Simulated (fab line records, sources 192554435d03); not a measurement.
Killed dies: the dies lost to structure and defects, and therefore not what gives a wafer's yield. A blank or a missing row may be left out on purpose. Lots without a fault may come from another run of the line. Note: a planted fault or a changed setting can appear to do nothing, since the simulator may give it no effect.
The tool behind it: which one?    flow n5_finfet    10 lots with 29 wafers sampled at 5 steps, on a route of 1938 steps

== WHAT THE GAUGES SHOWED, per wafer ==
N5_BEOL_M0_SAQP_CD_MEAS_29 targets a cd of 14.4 nm. Usual: 15.07 nm for cd_nm, sd 0.23.
lot   measured      on         cd_nm (nm)         flag
L607  day 6 00:32   cd_sem-02  14.73 15.37 15.13  
L609  day 6 14:56   cd_sem-02  15.02 15.08 15.06  
L611  day 6 23:19   cd_sem-01  15.14 15.59 15.16  
L612  day 7 03:07   cd_sem-02  14.91 14.83 14.40  
L613  day 7 10:34   cd_sem-01  15.31 15.11 15.40  
L619  day 9 01:17   cd_sem-03  15.03 15.37 15.11  
L620  day 9 04:31   cd_sem-01  15.38 15.02 14.91  
L621  day 9 13:26   cd_sem-03  14.92 14.93        
L624  day 10 00:54  cd_sem-01  15.41 15.09 15.00  
L629  day 11 11:39  cd_sem-02  15.10 15.03 14.94  

N5_BEOL_M4_RC_MEAS_101. Usual: DIBL_N 36.2 mV/V, standard deviation 2; DIBL_P 36.1 mV/V, standard deviation 2.4; IOFF_N 0.16 nA/um, standard deviation 0.035; IOFF_P 0.22 nA/um, standard deviation 0.041; ION_N 675 uA/um, standard deviation 14; ION_P 465 uA/um, standard deviation 8.6; SS_N 71.5 mV/dec, standard deviation 0.64; SS_P 73.2 mV/dec, standard deviation 0.76; VT_N 250 mV, standard deviation 3.9; VT_P -249 mV, standard deviation 3.4.
lot   measured      on         DIBL_N (mV/V)   DIBL_P (mV/V)   IOFF_N (nA/um)  IOFF_P (nA/um)  ION_N (uA/um)  ION_P (uA/um)  SS_N (mV/dec)   SS_P (mV/dec)   VT_N (mV)    VT_P (mV)       flag
L607  day 8 23:46   prober-01  34.7 35.5 35.6  37.9 37.3 38.7  0.14 0.15 0.15  0.24 0.23 0.26  670 667 663    471 460 470    70.7 71.5 71.1  73.3 73.1 74.4  253 252 251  -247 -249 -245  
L609  day 9 04:04   prober-02  36.6 35.0 37.3  35.9 33.7 37.3  0.18 0.14 0.20  0.23 0.18 0.25  688 659 688    476 447 469    71.7 71.1 71.7  73.7 72.8 74.3  245 251 241  -248 -252 -246  
L611  day 9 17:11   prober-02  38.1 38.1 37.6  38.2 38.2 37.4  0.18 0.17 0.17  0.24 0.24 0.23  681 670 672    465 457 463    72.1 72.8 72.0  74.5 73.7 73.8  247 251 248  -249 -247 -251  
L612  day 9 14:08   prober-01  34.8 35.7 35.7  34.5 36.2 36.0  0.13 0.16 0.16  0.20 0.22 0.23  665 680 675    456 470 476    71.7 71.5 71.6  72.6 73.6 72.8  248 248 249  -251 -246 -249  
L613  day 10 09:42  prober-01  38.1 35.5 39.5  38.1 34.8 39.4  0.19 0.14 0.23  0.27 0.23 0.31  684 669 694    475 472 474    71.7 71.5 72.5  73.3 72.6 74.0  246 253 246  -244 -249 -245  
L619  day 11 15:52  prober-01  37.1 35.0 36.6  38.2 35.3 38.1  0.16 0.13 0.16  0.24 0.19 0.23  678 661 679    467 461 472    71.9 71.2 71.1  73.2 72.9 73.7  249 254 251  -248 -249 -248  
L620  day 11 22:15  prober-01  38.9 39.1 36.9  38.2 38.8 34.9  0.21 0.21 0.16  0.26 0.28 0.22  693 697 672    479 473 459    72.0 71.6 71.2  73.1 74.4 74.1  242 247 247  -246 -244 -249  
L621  day 12 00:40  prober-02  37.6 33.6       37.2 33.2       0.17 0.12       0.23 0.18       680 682        462 476        72.6 70.6       73.5 71.9       250 253      -247 -250       
L624  day 12 08:16  prober-01  37.2 36.1 37.1  38.9 38.3 38.6  0.16 0.16 0.17  0.20 0.20 0.21  670 680 685    458 470 465    71.8 71.5 72.0  73.8 73.7 73.9  249 249 251  -255 -251 -250  
L629  day 14 02:49  prober-01  36.4 36.0 33.9  36.3 36.5 33.8  0.15 0.14 0.12  0.18 0.18 0.16  654 671 669    446 454 458    71.6 71.5 70.8  73.3 73.3 71.7  257 254 254  -255 -254 -256  

== WHICH TOOL RAN EACH LOT (tool, then ch and the chambers of the sampled wafers, then the start) ==
lot   N5_BEOL_M0_SAQP_ETCH_107            N5_BEOL_M0_SAQP_STRIP_108           N5_BEOL_M0_SAQP_RECESS_109
L607  rie_diel-02 ch 0,3, day 5 23:19     rie_diel-02 ch 0,3, day 5 23:21     vapor_etch-02 ch 0,1, day 5 23:25
L609  rie_diel-05 ch 0,2,3, day 6 13:56   rie_diel-05 ch 0,2,3, day 6 13:58   vapor_etch-02 ch 0,1, day 6 14:02
L611  rie_diel-02 ch 1,2,3, day 6 21:09   rie_diel-02 ch 1,2,3, day 6 21:11   vapor_etch-01 ch 0,1, day 6 21:15
L612  rie_diel-05 ch 0,2,3, day 7 02:07   rie_diel-05 ch 0,2,3, day 7 02:10   vapor_etch-02 ch 0,1, day 7 02:14
L613  rie_diel-06 ch 2,3, day 7 09:34     rie_diel-06 ch 2,3, day 7 09:37     vapor_etch-01 ch 0,1, day 7 09:40
L619  rie_diel-05 ch 0,1,2, day 8 23:13   rie_diel-05 ch 0,1,2, day 8 23:16   vapor_etch-01 ch 0,1, day 8 23:19
L620  rie_diel-02 ch 1,2, day 9 03:31     rie_diel-02 ch 1,2, day 9 03:34     vapor_etch-02 ch 0,1, day 9 03:37
L621  rie_diel-06 ch 0,3, day 9 12:26     rie_diel-06 ch 0,3, day 9 12:29     vapor_etch-02 ch 1, day 9 12:35
L624  rie_diel-06 ch 0,1,2, day 9 23:55   rie_diel-06 ch 0,1,2, day 9 23:57   vapor_etch-01 ch 0,1, day 10 00:01
L629  rie_diel-05 ch 0,1,3, day 11 10:40  rie_diel-05 ch 0,1,3, day 11 10:42  vapor_etch-01 ch 0,1, day 11 10:46
- N5_BEOL_M0_SAQP_ETCH_107: etches SiNx in CH3F/O2, target depth 30 nm.
- N5_BEOL_M0_SAQP_STRIP_108: strips in N2/H2.
- N5_BEOL_M0_SAQP_RECESS_109: chemistry HF/NH3, target SiO2, target depth 3 nm, afs cycles 1, sublimation time 60 s.

== WHAT THE TOOLS THEMSELVES READ (means of the sampled wafers that have a number; where no wafer has one, the mark that the record gives instead) ==
N5_BEOL_M0_SAQP_ETCH_107. Usual: drypump_motor_current_A 5.8 A, standard deviation 0.33; oes_product_au 0.79 a.u., standard deviation 0.075; rf_vpp_V 295 V, standard deviation 7.7; showerhead_plenum_p_Torr 1.98 Torr, standard deviation 0.089; throttle_valve_pct 16.3 %, standard deviation 0.32.
lot   tool         drypump_motor_current_A (A)  oes_product_au (a.u.)  rf_vpp_V (V)  showerhead_plenum_p_Torr (Torr)  throttle_valve_pct (%)  flag
L607  rie_diel-02  5.5                          0.80                   289           1.98                             16.2                    
L609  rie_diel-05  5.8                          0.82                   301           1.97                             16.2                    
L611  rie_diel-02  5.9                          0.82                   296           1.99                             16.3                    
L612  rie_diel-05  5.8                          0.81                   300           1.97                             16.3                    
L613  rie_diel-06  5.9                          0.83                   293           2.05                             16.1                    
L619  rie_diel-05  5.7                          0.79                   293           1.90                             16.3                    
L620  rie_diel-02  5.9                          0.75                   293           1.96                             16.3                    
L621  rie_diel-06  6.3                          0.90                   290           1.99                             16.1                    
L624  rie_diel-06  5.9                          0.77                   294           2.00                             16.4                    
L629  rie_diel-05  5.6                          0.77                   299           1.98                             16.6                    

N5_BEOL_M0_SAQP_STRIP_108. Usual: drypump_motor_current_A 5.8 A, standard deviation 0.33; oes_product_au 0.79 a.u., standard deviation 0.07; power_w 500.0 W, standard deviation 1.5; rf_vpp_V 121.7 V, standard deviation 1.1; showerhead_plenum_p_Torr 3.32 Torr, standard deviation 0.15; throttle_valve_pct 18.9 %, standard deviation 0.37.
lot   tool         drypump_motor_current_A (A)  oes_product_au (a.u.)  power_w (W)  rf_vpp_V (V)  showerhead_plenum_p_Torr (Torr)  throttle_valve_pct (%)  flag
L607  rie_diel-02  5.6                          0.79                   501.1        120.9         3.31                             18.5                    
L609  rie_diel-05  5.9                          0.82                   500.2        121.1         3.30                             18.8                    
L611  rie_diel-02  6.0                          0.81                   500.2        122.1         3.33                             18.9                    
L612  rie_diel-05  5.8                          0.82                   500.3        120.9         3.30                             18.8                    
L613  rie_diel-06  5.9                          0.83                   500.7        122.3         3.45                             19.1                    
L619  rie_diel-05  5.7                          0.78                   499.7        120.8         3.19                             18.9                    
L620  rie_diel-02  5.9                          0.74                   499.5        121.2         3.29                             19.0                    
L621  rie_diel-06  6.4                          0.89                   498.5        121.8         3.35                             18.7                    
L624  rie_diel-06  5.9                          0.78                   499.4        121.5         3.36                             19.1                    
L629  rie_diel-05  5.7                          0.77                   499.3        121.6         3.31                             19.0                    

N5_BEOL_M0_SAQP_RECESS_109. Usual: 5.9 A for drypump_motor_current_A, sd 0.62.
lot   tool           drypump_motor_current_A (A)  flag
L607  vapor_etch-02  6.0                          
L609  vapor_etch-02  6.3                          
L611  vapor_etch-01  -                            OFF
L612  vapor_etch-02  -                            OFF
L613  vapor_etch-01  -                            OFF
L619  vapor_etch-01  6.0                          
L620  vapor_etch-02  6.0                          
L621  vapor_etch-02  5.6                          
L624  vapor_etch-01  5.6                          
L629  vapor_etch-01  5.6                          

== THE ANSWER, worked out from the rows above alone ==
Rule: lot off if the mean of its wafers having a number is beyond 3 standard deviations from the usual mean. Also off: a lot with no number at a reading for which 4 or more lots have one. The other lots that the step has rows for count as sound. First the gauges in route order, then the tools' own readings, where a lot's mean is used as printed above. At the first step where some lot is off, the reading lying furthest off is the one used; lots without a number count as furthest.
Off: L611, L612, L613 (N5_BEOL_M0_SAQP_RECESS_109, drypump_motor_current_A). Without a number there: L611, L612, L613.
A tool fits if, at that step or a process step before it, it ran every lot that is off, and no sound lot after the first of them. None of those tried fits.

== WHAT THE SIMULATOR HAD PUT IN ==
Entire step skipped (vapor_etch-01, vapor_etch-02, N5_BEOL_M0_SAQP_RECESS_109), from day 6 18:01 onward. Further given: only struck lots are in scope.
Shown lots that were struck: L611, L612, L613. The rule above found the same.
